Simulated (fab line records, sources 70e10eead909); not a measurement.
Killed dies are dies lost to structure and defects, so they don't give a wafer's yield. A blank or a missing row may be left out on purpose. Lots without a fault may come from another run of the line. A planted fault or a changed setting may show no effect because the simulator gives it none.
A struck lot beside a sound one | flow nand_harc | 14 steps out of a route of 1159
Sound: wafers L372.2, L372.3, L372.4. Struck: wafers L375.5, L375.6. The cause comes at the end.
At each step with rows: each side's tool, then ch and its chambers, then its first start. Under that, the readings that differ: sound wafers | struck wafers | difference of the means | sigmas: that difference in standard deviations of wafers without a fault.
alike: readings whose means differ by less than 2 such deviations, and words and numbers that are the same on both sides. not compared: withheld readings, readings that some wafer has no value for, bounds like >300 that may hide the same value, and numbers for which the record gives no deviation and whose values overlap.
The two part at a step that has a row with sigmas, a row that says differs or no value, or rows on one side only. Numbers that don't overlap but have no deviation are shown without sigmas and don't part them. A reading that every wafer of one side lacks parts them only if that side has two wafers or more.

NHARC_A_WL_FILL_CVD_03: deposits W, target thk 40 nm, time 3302 s.
  sound on cvd_w-02 ch 0,1, day 19 00:23; struck on cvd_w-01 ch 0,1, day 19 15:56
  reading                | sound          | struck    | difference | sigmas
  throttle_valve_pct (%) | 8.26 8.52 7.95 | 7.49 7.88 | -0.56      | -2
  alike: heater_power_w
then, 1 step without rows for these wafers: NHARC_A_WL_FILL_ETCHBACK_04 (etches the open film in NF3, target depth 60 nm, time 120 s).
NHARC_A_WL_FILL_ETCHBACK_05: etches the open film in Cl2/BCl3, target depth 22 nm, time 60 s.
  sound on rie_metal-01 ch 0,1, day 19 03:29; struck on rie_metal-02 ch 0, day 19 17:55
  alike: drypump_motor_current_A, oes_product_au
  not compared: rf_hours_counter_h
NHARC_A_WL_FILL_STRIP_27: strips in N2/H2, time 20 s.
  sound on plasma_asher-02 ch 0,1, day 19 03:40; struck on plasma_asher-01 ch 0,1, day 19 18:07
  alike: drypump_motor_current_A, heater_power_w
  not compared: rf_hours_counter_h
then, 5 steps without rows for these wafers: NHARC_A_WL_FILL_STRIP_28 (strips in post etch residue remover, time 1200 s); NHARC_A_WL_FILL_PRECLEAN_06 (cleans in DIW, time 300 s); NHARC_A_WL_FILL_SRD_07; NHARC_A_WL_FILL_ANNEAL_08 (time 1800 s); NHARC_A_WL_FILL_ALD_10 (deposits SiO2, target thk 50 nm, pulse time 10 s, ald cycles 500).
NHARC_A_WL_FILL_ETCHBACK_16: etches the open film in C4F8/O2/Ar, target depth 88 nm, time 17.6 s.
  sound on rie_diel-02 ch 0,1,3; struck on rie_diel-09 ch 1,2
  reading                | sound | struck | difference                    | sigmas
  rf_hours_counter_h (h) | 4 4 4 | - -    | no value on the struck wafers |
  alike: oes_product_au, rf_vpp_V
NHARC_A_WL_FILL_STRIP_29: strips in O2, time 20 s.
  sound on rie_diel-02 ch 0,1,3, day 19 13:32; struck on rie_diel-09 ch 2,3, day 20 04:40
  reading                | sound | struck | difference                    | sigmas
  rf_hours_counter_h (h) | 4 4 4 | - -    | no value on the struck wafers |
  alike: drypump_motor_current_A, oes_product_au, rf_vpp_V, showerhead_plenum_p_Torr, throttle_valve_pct
NHARC_A_WL_FILL_ETCHBACK_17: etches the open film in Cl2/BCl3, target depth 4 nm, time 26.7 s.
  sound on rie_metal-02 ch 0, day 19 13:40; struck on rie_metal-01 ch 0,1, day 20 04:50
  reading               | sound             | struck      | difference | sigmas
  oes_product_au (a.u.) | 0.987 0.988 0.988 | 0.864 0.858 | -0.127     | -15
  alike: drypump_motor_current_A
  not compared: rf_hours_counter_h
then, 1 step without rows for these wafers: NHARC_A_WL_FILL_PRECLEAN_18 (cleans in dHF, time 30 s).
-- the record jumps here: 4 days lie between the struck wafers' starts before and after (it left off in module A_WL_FILL and takes up again in module END, whose first step shown is number 1159 of the route) --
NHARC_END_SORT_01:
  the record has rows for the struck wafers here (prober-02 ch 0, day 24 08:19) and none for the sound ones

WHERE THEY PART
First at NHARC_A_WL_FILL_CVD_03; last, within this record, at NHARC_END_SORT_01.

WHY: what the simulator had put in
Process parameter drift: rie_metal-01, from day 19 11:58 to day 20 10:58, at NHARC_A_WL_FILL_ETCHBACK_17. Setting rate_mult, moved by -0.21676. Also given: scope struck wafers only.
